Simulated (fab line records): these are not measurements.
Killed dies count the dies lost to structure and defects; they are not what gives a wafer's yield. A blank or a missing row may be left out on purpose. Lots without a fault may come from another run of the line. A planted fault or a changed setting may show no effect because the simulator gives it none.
Which tool did it? -- flow n5-finfet -- 10 lots, 29 wafers sampled, at 6 steps of a route of 1938

## WHAT EACH GAUGE READ, for each wafer
N5_BEOL_M4_RC_MEAS_101.
lot,measured,on,DIBL_N (mV/V)
L633,day 8 16:16,prober-01,35.2 33.2 34.6
L634,day 9 00:26,prober-01,36.7 35.8 35.3
L640,day 10 09:29,prober-02,36.6 36.0 33.9
L642,day 10 14:46,prober-02,37.4 35.9 35.4
L641,day 10 17:40,prober-02,37.8 36.7 36.5
L644,day 11 23:50,prober-01,34.9 34.8 34.9
L648,day 12 05:31,prober-01,38.6 38.7
L652,day 13 14:13,prober-02,34.4 37.6 36.8
L653,day 13 11:38,prober-02,33.6 34.1 33.5
L656,day 13 21:54,prober-01,35.5 36.2 35.4

## WHICH TOOL RAN EACH LOT (tool, then ch and the chambers of the sampled wafers, then the start)
lot,N5_BEOL_M3_PECVD_72,N5_BEOL_M3_SPUTTER_92,N5_BEOL_M3_SPUTTER_96,N5_BEOL_M3_ANNEAL_51,N5_BEOL_M3_CMP_52
L633,"pecvd-01 ch 1,2, day 7 11:17","pvd-sputter-03, day 8 02:42","pvd-sputter-03, day 8 03:08","rtp-anneal-01 ch 0, day 8 03:23","cmp-02 ch 0,1,3, day 8 03:41"
L634,"pecvd-01 ch 0,1,2, day 7 13:07","pvd-sputter-01, day 8 09:02","pvd-sputter-01, day 8 09:28","rtp-anneal-02 ch 0, day 8 09:45","cmp-03 ch 1,2,3, day 8 09:58"
L640,"pecvd-01 ch 0,1, day 9 06:20","pvd-sputter-02, day 9 18:30","pvd-sputter-02, day 9 18:56","rtp-anneal-02 ch 0, day 9 19:11","cmp-04 ch 1,2,3, day 9 19:32"
L642,"pecvd-04 ch 0,1, day 9 08:08","pvd-sputter-02, day 9 23:36","pvd-sputter-02, day 10 00:02","rtp-anneal-02 ch 0, day 10 00:14","cmp-04 ch 1,2,3, day 10 00:32"
L641,"pecvd-04 ch 0,2, day 9 09:35","pvd-sputter-03, day 10 00:44","pvd-sputter-03, day 10 01:10","rtp-anneal-01 ch 0, day 10 01:25","cmp-04 ch 0,1,2, day 10 01:56"
L644,"pecvd-01 ch 0,1,2, day 10 11:48","pvd-sputter-01, day 11 07:22","pvd-sputter-01, day 11 07:49","rtp-anneal-02 ch 0, day 11 08:09","cmp-02 ch 1,2,3, day 11 08:25"
L648,"pecvd-01 ch 0,2, day 11 02:54","pvd-sputter-02, day 11 16:31","pvd-sputter-02, day 11 16:57","rtp-anneal-02 ch 0, day 11 17:20","cmp-04 ch 0,3, day 11 17:37"
L652,"pecvd-04 ch 0, day 12 02:07","pvd-sputter-03, day 13 01:45","pvd-sputter-03, day 13 02:11","rtp-anneal-01 ch 0, day 13 02:23","cmp-04 ch 1,3, day 13 02:44"
L653,"pecvd-03 ch 0,1,2, day 12 04:11","pvd-sputter-03, day 12 22:07","pvd-sputter-03, day 12 22:34","rtp-anneal-01 ch 0, day 12 22:45","cmp-02 ch 1,2,3, day 12 23:40"
L656,"pecvd-04 ch 0,1,2, day 12 14:06","pvd-sputter-02, day 13 05:15","pvd-sputter-02, day 13 05:41","rtp-anneal-01 ch 0, day 13 06:01","cmp-02 ch 1,2,3, day 13 06:16"
- N5_BEOL_M3_PECVD_72: deposits SiO2 from TEOS/O2, target thk 16 nm, time 18 s.
- N5_BEOL_M3_SPUTTER_92: material Cu, target thk 4.5 nm, time 8.29 s.
- N5_BEOL_M3_SPUTTER_96: material Cu, target thk 4.5 nm, time 8.29 s.
- N5_BEOL_M3_ANNEAL_51: time 90 s.
- N5_BEOL_M3_CMP_52: polishes, stops on SiOC, t overpolish 6.8 s, target thk 40 nm.

## THE ANSWER, worked out from the rows above alone
Rule: what is usual is taken from the lots themselves. Put in order of their means at a reading, lots are off if they are a third of the lots or fewer, leave a main group of 4 or more, and stand apart from it by a gap of 3 or more times the standard deviation of the main group's means; of several such gaps the widest counts. The tables above print the reading to a certain number of digits; a main group whose means all agree to those digits is not used. Also off: a lot with no number at a reading for which 4 or more lots have one. Where the step has rows for the other lots, those lots are counted as sound.
No lot is off at any reading shown: from this, nothing can be told.

## WHAT THE SIMULATOR HAD PUT IN
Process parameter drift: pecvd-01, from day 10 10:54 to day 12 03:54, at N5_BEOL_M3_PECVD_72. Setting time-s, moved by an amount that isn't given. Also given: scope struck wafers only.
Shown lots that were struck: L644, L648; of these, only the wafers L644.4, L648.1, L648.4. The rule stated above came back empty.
